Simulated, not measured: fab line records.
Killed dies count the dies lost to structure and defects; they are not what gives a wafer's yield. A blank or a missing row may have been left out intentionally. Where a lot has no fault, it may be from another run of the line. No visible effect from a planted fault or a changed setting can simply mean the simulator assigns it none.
fab line records | flow n5-finfet | part 2 of 2: steps 4 to 6 of 6
record: lots: 23 wafers: 69 last-day: 19
route steps=1938 shown DUMMY_GATE@237 SD_EPI_N@278 SD_EPI_P@307 SD_ACTIVATION@330 ILD0@339
lots with no fault: from the same line, run without faults
start-h: the number of hours between the record's first day and the start of the first shown wafer of the lot | wait-h: hours elapsed since this lot's preceding step | " same as the row above | L1.1+2: one row covering several wafers at once | - no value, or no start was given | * or withheld: withheld | < > ~ a bound
route shown NAME@n: a module of which the file shows steps, and the number in the route of the first | usual: mean/standard deviation of fault-free wafers | same: alike in all rows | chamber/n: place in a boat | sites: readings site by site | _std_site: the values' standard deviation | _edge_site: the outer-site mean with the inner-site mean subtracted | radius-mm: how far each site lies from the wafer's centre | mask NAME#n: copy n | behind: the tool/chamber that last shaped the wafer | hold: what put the lot on hold/how long, in hours/how the hold closed | device: names the non-switching transistor (n, p or np) | end of line: tests run on the same wafers once the route is complete | where a step has no rows: the recipe by itself | killed: the dies lost at the first sort to structure and to defects; this is not the yield of the wafer | map: dies across one wafer; x = killed, . = not, _ = none there
set.NAME: the setting as run; set.NAME@STEP: as run at that earlier step | model.NAME: the simulator's own value behind a step, which no gauge read
one table for each step of the route and one row for each wafer, over a sample of lots
services: from which hour (start-h, from the record's first day; less than 0 if before it) a tool's chamber was out of use, for how many hours, and why
== steps ==
step: N5_SD_EPI_P_ETCH_36
recipe: chemistry: CF4 target: SiARC target-depth-a: 455 mask-material: CAR-ArF-block time-s: 75.8 ion-energy-ev: 80 pressure-mtorr: 40 source-w: 545 bias-w: 36 Ar_flow_sccm: 100 cf4-flow-sccm: 100 ends: cleared
usual: drypump-motor-current-A: 5.8/0.47 etch-rf-on-time-s: 75.2/2 oes-product-au: 0.67/0.075 rf-vpp-V: 184.0/1.4 showerhead-plenum-p-Torr: 2.14/0.078 throttle-valve-pct: 15.70/0.22
columns lot.wafer tool chamber start-h wait-h drypump-motor-current-A etch-rf-on-time-s oes-product-au rf-hours-counter-h rf-vpp-V showerhead-plenum-p-Torr throttle-valve-pct
L074.1 rie-diel-06 0 55.77 0.0 5.2 72.4 0.70 98 182.9 1.99 15.76
L074.3 " 3 " " 6.0 77.1 0.63 157 183.3 2.06 15.85
L074.6 " 2 " " 6.1 77.7 0.58 - 182.0 2.19 16.06
L075.2 rie-diel-02 0 59.43 0.0 6.2 74.0 0.62 208 186.0 2.22 15.43
L075.4 " 2 " " 5.3 74.7 0.73 - 183.5 2.08 15.50
L075.6 " 1 " " 6.5 78.4 0.57 - 181.3 2.01 15.78
L076.1 rie-diel-02 2 67.20 0.0 5.3 72.8 0.73 77 182.8 2.08 15.52
L076.4 " 0 " " 6.2 72.1 0.62 - 185.9 2.21 15.44
L076.5 " 2 " " 5.3 73.1 0.73 - 183.0 2.08 15.51
L077.1 rie-diel-05 0 72.16 0.0 5.8 77.1 0.61 219 185.4 2.12 15.87
L077.4 " 1 " " 5.6 79.1 0.59 192 185.0 2.21 15.60
L077.5 " 3 " " 5.2 76.1 0.63 - 184.5 2.13 15.29
L078.1 rie-diel-05 2 80.11 0.0 6.0 73.8 0.68 109 186.4 2.24 15.95
L078.3 " 3 " " 5.1 75.4 0.63 170 182.9 2.13 15.30
L078.4 " 0 " " 5.7 76.6 0.62 221 183.7 2.12 15.85
L079.1 rie-diel-02 2 88.86 0.0 5.3 73.5 0.72 85 181.3 2.08 15.54
L079.4 " 2 " " 5.3 74.1 0.72 - 182.5 2.08 15.53
L079.6 " 0 " " 6.1 73.9 0.62 - 185.4 2.21 15.46
L080.1 rie-diel-05 3 91.69 0.0 5.2 74.8 0.64 175 182.4 2.12 15.33
L080.4 " 2 " " 6.0 74.0 0.68 113 184.5 2.24 15.95
L080.6 " 2 " " 6.0 73.2 0.68 - 184.1 2.24 15.95
L081.1 rie-diel-06 2 100.27 0.0 6.1 78.6 0.57 246 185.0 2.19 16.09
L081.3 " 3 " " 6.0 77.1 0.61 174 182.9 2.06 15.89
L081.4 " 2 " " 6.1 78.6 0.57 - 183.1 2.19 16.12
L082.3 rie-diel-05 0 109.31 0.0 5.7 77.4 0.61 231 183.0 2.12 15.87
L082.4 " 2 " " 6.0 75.2 0.67 119 185.4 2.24 15.96
L082.6 " 2 " " 6.0 74.2 0.68 - 186.3 2.24 15.97
L083.2 rie-diel-02 2 112.54 0.0 5.3 73.6 0.71 95 182.2 2.07 15.54
L083.4 " 0 " " 6.1 74.1 0.61 229 185.3 2.21 15.47
L083.6 " 3 " " 5.2 73.7 0.81 - 185.5 2.18 15.72
L084.1 rie-diel-05 3 119.37 0.0 5.2 76.2 0.62 184 183.9 2.12 15.33
L084.4 " 2 " " 6.0 75.0 0.66 122 185.7 2.23 15.96
L084.6 " 1 " " 5.7 78.9 0.59 - 184.4 2.21 15.63
L085.2 rie-diel-06 1 127.24 0.0 6.5 73.9 0.66 158 183.5 2.13 15.90
L085.3 " 0 " " 5.2 73.2 0.68 105 182.1 1.99 15.78
L085.4 " 0 " " 5.2 73.5 0.69 - 182.3 1.99 15.78
L086.1 rie-diel-05 3 128.37 0.0 5.1 75.6 0.62 187 183.9 2.12 15.35
L086.5 " 0 " " 5.8 76.4 0.61 - 183.3 2.12 15.90
L086.6 " 3 " " 5.1 75.1 0.62 - 183.9 2.12 15.33
L087.1 rie-diel-05 2 134.69 0.0 6.0 73.9 0.67 126 184.8 2.23 15.97
L087.2 " 0 " " 5.8 77.8 0.60 238 182.5 2.12 15.90
L087.5 " 0 " " 5.7 77.9 0.59 - 183.8 2.12 15.90
L088.1 rie-diel-02 3 141.48 0.0 5.2 73.1 0.80 27 184.0 2.18 15.75
L088.3 " 1 " " 6.5 75.4 0.79 13 185.9 2.26 15.32
L088.6 " 0 " " 6.1 73.1 0.61 - 187.4 2.21 15.49
L089.2 rie-diel-02 1 144.36 0.0 6.5 74.7 0.78 14 186.2 2.26 15.33
L089.3 " 0 " " 6.1 73.3 0.61 238 186.0 2.21 15.47
L089.6 " 3 " " 5.2 72.7 0.79 - 184.2 2.18 15.74
L090.3 rie-diel-06 1 152.60 0.0 6.5 74.0 0.65 165 183.8 2.12 15.90
L090.4 " 0 " " 5.2 73.6 0.68 113 181.9 1.98 15.80
L090.5 " 2 " " 6.1 78.0 0.82 - 185.4 2.19 15.61
L091.1 rie-diel-06 2 155.95 0.0 6.1 77.5 0.81 5 184.6 2.19 15.61
L091.2 " 0 " " 5.3 73.0 0.67 114 180.7 1.98 15.81
L091.6 " 1 " " 6.5 73.9 0.66 - 184.9 2.12 15.90
L092.1 rie-diel-06 0 162.62 0.0 5.2 73.8 0.67 115 183.4 1.98 15.79
L092.2 " 2 " " 6.1 78.4 0.80 6 186.6 2.19 15.63
L092.6 " 0 " " 5.2 74.2 0.67 - 181.5 1.98 15.80
L094.1 rie-diel-02 3 174.39 0.0 5.3 73.7 0.78 35 184.5 2.18 15.75
L094.2 " 1 " " 6.6 75.3 0.77 20 186.9 2.26 15.33
L094.5 " 0 " " 6.1 73.1 0.61 - 184.3 2.20 15.50
L095.2 rie-diel-06 1 180.83 0.0 6.5 72.8 0.67 173 185.1 2.12 15.91
L095.5 " 1 " " 6.5 72.7 0.66 - 184.4 2.12 15.92
L095.6 " 0 " " 5.3 72.8 0.67 - 181.9 1.98 15.82
L096.2 rie-diel-02 2 194.48 0.0 5.3 73.7 0.69 116 184.8 2.07 15.58
L096.4 " 0 " " 6.1 73.4 0.60 248 183.8 2.20 15.52
L096.5 " 2 " " 5.3 73.6 0.69 - 182.8 2.07 15.60
L097.2 rie-diel-06 0 194.87 0.0 5.3 73.9 0.66 126 181.8 1.98 15.83
L097.3 " 3 " " 6.0 77.6 0.60 201 183.7 2.05 15.95
L097.6 " 3 " " 6.0 76.9 0.60 - 182.1 2.05 15.94
step: N5_SD_ACTIVATION_RTA_00
recipe: temp-c: 975 time-s: 0 ambient: N2 idle-temp-c: 600 ramp-up-c-per-s: 150 ramp-down-c-per-s: 60 cool-to-c: 600
usual: lamp-power-pct: 8.97/0.049 lamp_zone_4_pct: 8.95/0.032 wafer_temp_C_max: 974.9/1.8
columns lot.wafer tool chamber start-h wait-h lamp-power-pct lamp_zone_4_pct wafer_temp_C_max
L074.1 rtp-anneal-01 0 59.50 0.0 8.93 8.98 973.2
L074.3 " 0 " " 9.06 8.96 978.0
L074.6 " 0 " " 8.98 8.90 972.1
L075.2 rtp-anneal-01 0 63.23 0.1 9.00 8.95 973.7
L075.4 " 0 " " 8.93 8.92 974.9
L075.6 " 0 " " 8.99 8.97 974.1
L076.1 rtp-anneal-02 0 71.76 0.0 8.96 8.94 977.3
L076.4 " 0 " " 8.96 8.98 976.6
L076.5 " 0 " " 8.94 8.91 976.4
L077.1 rtp-anneal-02 0 75.93 0.0 9.02 8.96 975.0
L077.4 " 0 " " 8.99 8.98 973.6
L077.5 " 0 " " 9.08 8.94 975.6
L078.1 rtp-anneal-02 0 83.82 0.0 8.91 8.93 972.5
L078.3 " 0 " " 8.93 8.92 974.5
L078.4 " 0 " " 9.00 8.90 975.1
L079.1 rtp-anneal-02 0 92.65 0.1 9.06 8.97 974.2
L079.4 " 0 " " 8.90 9.00 974.3
L079.6 " 0 " " 8.96 9.01 969.1
L080.1 rtp-anneal-02 0 96.46 0.3 8.88 8.93 976.3
L080.4 " 0 " " 9.04 8.94 971.4
L080.6 " 0 " " 8.98 8.95 975.3
L081.1 rtp-anneal-02 0 104.21 0.2 8.97 8.91 975.3
L081.3 " 0 " " 8.97 8.93 973.5
L081.4 " 0 " " 8.96 8.94 975.1
L082.3 rtp-anneal-02 0 114.03 0.2 8.88 8.95 976.4
L082.4 " 0 " " 8.94 9.01 972.6
L082.6 " 0 " " 8.96 8.91 973.4
L083.2 rtp-anneal-02 0 116.29 0.1 8.90 8.90 972.8
L083.4 " 0 " " 8.92 8.97 974.1
L083.6 " 0 " " 8.94 8.93 973.4
L084.1 rtp-anneal-02 0 123.34 0.3 9.00 8.94 973.2
L084.4 " 0 " " 8.91 8.94 978.1
L084.6 " 0 " " 8.91 8.86 976.8
L085.2 rtp-anneal-02 0 131.89 1.0 8.90 8.95 973.7
L085.3 " 0 " " 8.97 8.90 976.3
L085.4 " 0 " " 8.99 8.96 974.3
L086.1 rtp-anneal-02 0 132.22 0.2 8.98 8.91 973.7
L086.5 " 0 " " 8.99 8.96 975.8
L086.6 " 0 " " 8.98 8.95 976.8
L087.1 rtp-anneal-02 0 138.65 0.3 9.07 8.97 973.3
L087.2 " 0 " " 8.95 8.90 971.6
L087.5 " 0 " " 8.96 9.02 975.9
L088.1 rtp-anneal-02 0 145.79 0.3 8.92 8.92 974.8
L088.3 " 0 " " 8.94 8.87 971.9
L088.6 " 0 " " 8.98 8.92 974.9
L089.2 rtp-anneal-02 0 151.10 3.0 9.00 8.96 976.2
L089.3 " 0 " " 9.01 8.96 974.5
L089.6 " 0 " " 8.90 8.97 970.3
L090.3 rtp-anneal-02 0 156.71 0.3 8.93 8.97 973.6
L090.4 " 0 " " 8.99 8.95 973.8
L090.5 " 0 " " 8.93 8.93 973.6
L091.1 rtp-anneal-02 0 160.61 0.1 8.97 8.98 975.6
L091.2 " 0 " " 8.93 8.95 976.0
L091.6 " 0 " " 9.00 8.99 976.6
L092.1 rtp-anneal-02 0 168.49 1.3 9.00 9.00 974.5
L092.2 " 0 " " 8.95 8.97 977.8
L092.6 " 0 " " 8.95 8.98 977.7
L094.1 rtp-anneal-02 0 179.19 0.3 8.99 9.01 975.6
L094.2 " 0 " " 8.96 8.96 976.5
L094.5 " 0 " " 8.98 8.99 972.0
L095.2 rtp-anneal-02 0 184.75 0.2 8.91 8.95 972.2
L095.5 " 0 " " 8.91 8.96 975.5
L095.6 " 0 " " 8.97 8.95 976.1
L096.2 rtp-anneal-01 0 198.30 0.1 8.92 8.98 975.4
L096.4 " 0 " " 8.99 8.93 973.1
L096.5 " 0 " " 8.94 8.90 976.5
L097.2 rtp-anneal-02 0 198.78 0.2 8.98 8.96 975.9
L097.3 " 0 " " 8.97 8.97 973.4
L097.6 " 0 " " 9.01 8.96 974.7
step: N5_ILD0_THK_MEAS_04
usual: thk-nm: 197.3/1.1
columns lot.wafer tool chamber start-h wait-h thk-nm
L074.1 film-metro-02 - 64.45 - 194.7
L074.3 " - " " 195.0
L074.6 " - " " 194.6
L075.2 film-metro-01 - 66.66 - 196.7
L075.4 " - " " 198.3
L075.6 " - " " 197.3
L076.1 film-metro-01 - 75.23 - 198.8
L076.4 " - " " 195.9
L076.5 " - " " 198.8
L077.1 film-metro-02 - 79.37 - 197.9
L077.4 " - " " 197.5
L077.5 " - " " 198.7
L078.1 film-metro-01 - 87.34 - 198.2
L078.3 " - " " 196.9
L078.4 " - " " 197.2
L079.1 film-metro-01 - 96.15 - 196.5
L079.4 " - " " 197.3
L079.6 " - " " 196.7
L080.1 film-metro-01 - 101.97 - 196.6
L080.4 " - " " 198.1
L080.6 " - " " 198.3
L081.1 film-metro-01 - 107.71 - 196.5
L081.3 " - " " 196.1
L081.4 " - " " 198.3
L082.3 film-metro-02 - 117.60 - 194.5
L082.4 " - " " 196.0
L082.6 " - " " 195.3
L083.2 film-metro-01 - 119.68 - 199.9
L083.4 " - " " 196.5
L083.6 " - " " 196.5
L084.1 film-metro-02 - 126.78 - 196.1
L084.4 " - " " 196.4
L084.6 " - " " 196.5
L085.2 film-metro-02 - 135.31 - 196.3
L085.3 " - " " 197.6
L085.4 " - " " 196.5
L086.1 film-metro-02 - 135.64 - 196.1
L086.5 " - " " 197.0
L086.6 " - " " 195.8
L087.1 film-metro-02 - 142.07 - 198.2
L087.2 " - " " 196.0
L087.5 " - " " 197.0
L088.1 film-metro-02 - 150.36 - 197.4
L088.3 " - " " 196.3
L088.6 " - " " 198.2
L089.2 film-metro-02 - 154.55 - 198.3
L089.3 " - " " 197.0
L089.6 " - " " 197.5
L090.3 film-metro-02 - 160.10 - 197.0
L090.4 " - " " 197.8
L090.5 " - " " 198.2
L091.1 film-metro-01 - 164.13 - 197.9
L091.2 " - " " 197.3
L091.6 " - " " 197.4
L092.1 film-metro-02 - 171.92 - 198.6
L092.2 " - " " 197.0
L092.6 " - " " 198.6
L094.1 film-metro-01 - 184.73 - 197.6
L094.2 " - " " 198.0
L094.5 " - " " 197.3
L095.2 film-metro-02 - 188.52 - 197.3
L095.5 " - " " 195.7
L095.6 " - " " 197.8
L096.2 film-metro-02 - 202.05 - 196.5
L096.4 " - " " 197.6
L096.5 " - " " 198.3
L097.2 film-metro-01 - 202.33 - 197.4
L097.3 " - " " 198.6
L097.6 " - " " 198.2
== services ==
columns tool chamber start-h hours kind
rie-diel-06 3 41.17 1.7 repair
rie-diel-06 0 57.25 43.9 repair
rie-diel-06 2 76.37 23.5 repair
rtp-anneal-01 - 86.69 93.9 pm
rie-diel-03 3 86.91 5.4 repair
rie-diel-01 0 100.51 13.7 repair
rie-diel-04 2 110.41 45.9 repair
rie-diel-04 - 115.75 0.4 repair
rie-diel-06 0 117.80 3.6 repair
rie-diel-06 2 121.62 - clean
rie-diel-06 2 121.62 - consumable-replace:focus-ring
rie-diel-06 2 121.62 13.3 scheduled-down
rie-diel-06 2 121.62 13.3 vent-cycle
epi-rpcvd-03 - 140.36 28.1 pm
rie-diel-02 - 145.67 1.1 repair
rie-diel-04 0 159.67 9.2 repair
rie-diel-04 3 166.89 6.3 repair
rie-diel-06 3 177.16 1.4 repair
rtp-anneal-02 - 180.63 2.9 pm
rie-diel-05 0 186.26 - clean
rie-diel-05 0 186.26 - consumable-replace:focus-ring
rie-diel-05 0 186.26 17.9 scheduled-down
rie-diel-06 1 192.14 6.6 repair
rie-diel-01 2 196.01 16.2 repair
